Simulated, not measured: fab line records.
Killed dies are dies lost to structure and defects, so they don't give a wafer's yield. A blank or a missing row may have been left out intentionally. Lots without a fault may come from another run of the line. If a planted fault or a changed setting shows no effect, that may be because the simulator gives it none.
Matching of chambers ; flow n5Finfet ; 4 sister chambers for N5_BEOL_M8_ALD_77 on aldMetal-01
The step deposits TaN, target thk 2 nm, pulse time 2 s, purge time 3 s. 8 wafers are shown with their chamber, then 8 later ones without.

## WAFERS WITH THEIR CHAMBER
wafer;chamber;heaterPowerW (W);susceptorTempC (C)
L076.5;2;394;275.04
L079.3;1;352;275.24
L082.1;3;390;274.79
L082.5;0;453;274.92
L084.1;1;367;275.13
L084.3;0;453;274.77
L084.4;3;386;274.89
L093.4;2;402;274.89

## WAFERS WHOSE CHAMBER IS MISSING
wafer;heaterPowerW (W);susceptorTempC (C)
L093.5;350;274.67
L093.6;445;274.89
L094.1;358;274.82
L094.3;392;275.11
L094.5;362;274.95
L097.1;348;274.89
L097.3;403;274.71
L097.5;453;275.30

## WHICH CHAMBER EACH ONE RAN IN
wafer;from the rows above;in truth
L093.5;can't be placed: 1 or 3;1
L093.6;0;0
L094.1;can't be placed: 1 or 3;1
L094.3;can't be placed: 2 or 3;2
L094.5;can't be placed: 1 or 3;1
L097.1;1;1
L097.3;can't be placed: 3 or 2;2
L097.5;0;0
Correctly placed: 3 of 8. Cannot be placed on the basis of these rows: 5; the candidates contain the true chamber in 5. 0 placed wrongly.
How it was worked out, from the rows above alone: a wafer's distance from a chamber is the root of the sum, over the readings, of the square of ((its reading less the chamber's mean) divided by the reading's scatter). If the next closest chamber is less than 2 further off than the closest, the wafer can't be placed; otherwise it belongs to the closest. A chamber's mean is the mean of its shown wafers. The scatter: take each reading less its chamber's mean, square it, sum over the shown wafers, divide by the number of wafers less the number of chambers, and take the root.
